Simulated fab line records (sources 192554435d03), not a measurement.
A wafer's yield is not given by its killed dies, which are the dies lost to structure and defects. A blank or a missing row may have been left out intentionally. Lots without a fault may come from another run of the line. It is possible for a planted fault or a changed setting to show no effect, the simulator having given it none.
Matching of chambers    flow n5-finfet    uv-cure-02 running N5_BEOL_M9_CURE_72: 3 sister chambers
The step cures SiCOH lowk, time 120 s. 18 wafers are shown with their chamber, then 9 later ones without.

## WAFERS, EACH WITH ITS CHAMBER
wafer   chamber  wafer_temp_C_max  lamp-power-pct (%)
L077.2  0        372.0             52.38
L077.5  0        372.0             52.29
L077.6  0        371.8             52.32
L083.2  1        372.0             52.35
L083.5  1        371.9             52.40
L083.6  1        371.7             52.25
L084.2  2        370.8             52.35
L084.3  2        371.1             52.35
L084.6  2        370.9             52.38
L081.1  2        371.3             52.27
L081.3  2        371.0             52.31
L081.5  2        371.4             52.37
L082.1  0        372.4             52.35
L082.4  0        372.3             52.31
L082.5  0        372.9             52.34
L087.1  0        372.4             52.40
L087.3  0        371.9             52.41
L087.5  0        371.9             52.27

SIGNATURES, as means of the wafers listed above
reading           chamber 0  chamber 1  chamber 2  scatter within a chamber
wafer_temp_C_max  372.178    371.867    371.083    0.296
lamp-power-pct    52.3411    52.3333    52.3383    0.051
Rule: for each reading, subtract the chamber's mean from the wafer's reading, divide by that reading's scatter and square the result; add these up over the readings and take the root, which gives the wafer's distance from the chamber. If the next closest chamber is less than 2 further off than the closest, the wafer can't be placed; otherwise it belongs to the closest. The scatter: the root of (the sum of the squares of (reading less its chamber's mean) over the shown wafers, divided by (wafers less chambers)).

## WAFERS WITHOUT THEIR CHAMBER
wafer   wafer_temp_C_max  lamp-power-pct (%)
L085.1  371.5             52.26
L085.5  370.6             52.27
L085.6  371.1             52.28
L089.1  370.8             52.29
L089.2  371.5             52.32
L089.5  370.7             52.39
L093.1  370.9             52.31
L093.3  371.2             52.31
L093.6  371.0             52.35

## WHICH CHAMBER EACH ONE RAN IN
wafer   from the rows above           in truth
L085.1  can't be placed: 1 or 2 or 0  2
L085.5  2                             2
L085.6  can't be placed: 2 or 1       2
L089.1  2                             2
L089.2  can't be placed: 1 or 2 or 0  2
L089.5  2                             2
L093.1  2                             2
L093.3  can't be placed: 2 or 1       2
L093.6  2                             2
5 of 9 placed correctly. These rows do not allow placing 4 (true chamber among the candidates in 4). Wrongly placed: 0.
